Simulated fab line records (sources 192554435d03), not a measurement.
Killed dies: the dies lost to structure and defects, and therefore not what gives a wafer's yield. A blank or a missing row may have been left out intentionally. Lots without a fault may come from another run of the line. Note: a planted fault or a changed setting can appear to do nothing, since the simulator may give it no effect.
One fault through the eyes of 3 desks	flow n5_finfet	numbers are kept per desk, each desk with only its own; the story behind them comes last

## METROLOGY DESK
What the gauges read for every lot (on any tool): the sampled wafers with a number, averaged. Marked OUT: a lot whose mean sits more than 4 standard deviations from the usual mean, which makes it out of limits; the brackets give that distance. 7 of its 13 readings are shown: the first one out of limits and those lying furthest out on some lot.
Columns: A = cd_nm at N5_ZERO_LAYER_CD_MEAS_11, usual 2002.8 nm; B = CJ_P at N5_BEOL_M4_RC_MEAS_101, usual 5.77; C = IOFF_P_LONG at N5_BEOL_M4_RC_MEAS_101, usual 0.000105 nA/um; D = ION_N at N5_BEOL_M4_RC_MEAS_101, usual 679 uA/um; E = SS_P at N5_BEOL_M4_RC_MEAS_101, usual 73.7 mV/dec; F = VT_N at N5_BEOL_M4_RC_MEAS_101, usual 248 mV; G = VT_P at N5_BEOL_M4_RC_MEAS_101, usual -249 mV
lot	first seen here	A	B	C	D	E	F	G
L399	day 1 12:38	2001.2	5.89	0.000108	672	73.5	251	-248
L400	day 1 18:40	2004.5	5.44	0.000102	676	73.8	251	-250
L402	day 2 06:38	2001.1	5.69	0.000106	664	72.7	252	-251
L403	day 2 12:39	2002.8	5.55	0.000116	691	73.9	245	-246
L408	day 3 18:52	2003.0	5.76	0.000115	684	73.9	248	-245
L413	day 5 00:47	2004.6	7.14 (+5.5) OUT	0.000150 (+5.5) OUT	666	73.6	252	-250
L415	day 5 12:40	2000.0	7.05 (+5.1) OUT	0.000135	679	73.8	251	-251
L418	day 6 06:40	2001.5	5.92	0.000106	678	73.7	247	-250
L420	day 6 18:46	2001.7	5.78	0.000096	683	74.6	246	-250
L422	day 7 06:46	2000.5	5.72	0.000105	683	73.6	250	-250
Finding of this desk: L413, L415 out of limits, first seen on L413 at day 11 19:13 (CJ_P at N5_BEOL_M4_RC_MEAS_101). L399, L400, L402, L403, L408, L418, L420, L422 stayed within limits.

## AT THE TOOL OWNER'S DESK: implanter-01
The tool's own readings at N5_WELL_APT_IMPLANT_15, given as means over the sampled wafers that have a number, one for each lot that went through this tool. Marked OUT: a lot whose mean sits more than 4 standard deviations from the usual mean, which makes it out of limits; the brackets give that distance.
Columns: A = dose_ions_cm2 at N5_WELL_APT_IMPLANT_15, usual 1.5001e+13; B = faraday_current_uA at N5_WELL_APT_IMPLANT_15, usual 190
lot	first seen here	A	B
L413	day 5 02:16	2.3152e+13 (+99 or more) OUT	292 (+26) OUT
L415	day 5 14:08	2.3138e+13 (+99 or more) OUT	301 (+28) OUT
This desk's verdict: out of limits on L413, L415, starting with L413 at day 5 02:16 (dose_ions_cm2 at N5_WELL_APT_IMPLANT_15). In limits: none.

## THE DEFECT DESK
Per lot, the means of the sampled wafers with a number show what the inspections along the route counted. Marked OUT: a lot whose mean sits more than 4 standard deviations from the usual mean, which makes it out of limits; the brackets give that distance.
Columns: A = raw_defect_count at N5_ZERO_LAYER_INSPECT_20, usual 36
lot	first seen here	A
L399	day 1 13:24	36
L400	day 1 19:20	24
L402	day 2 07:15	40
L403	day 2 13:16	25
L408	day 3 19:56	80
L413	day 5 01:25	47
L415	day 5 13:19	34
L418	day 6 07:17	51
L420	day 6 19:28	45
L422	day 7 07:23	34
This desk's verdict: no lot among the 10 shows anything out of limits.

## PUT TOGETHER
On L413, L415, at day 5 02:16, an alarm was possible from the tool owner's desk.
An alarm was possible from the metrology desk at day 11 19:13, on L413, L415.
Nothing the defect desk looked at was out of limits.
The defect desk has L413, L415 on record, within its limits.
Every lot named ran N5_WELL_APT_IMPLANT_15 on implanter-01.

## WHAT THE SIMULATOR PUT IN
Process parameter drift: implanter-01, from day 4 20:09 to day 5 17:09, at N5_WELL_APT_IMPLANT_15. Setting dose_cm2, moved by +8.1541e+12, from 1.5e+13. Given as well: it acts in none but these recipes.
Lots struck among those shown: L413, L415.
Delay (hours) between the fault's onset and each desk's first out-of-limits reading: 6 at the tool owner's desk, 167 at the metrology desk.
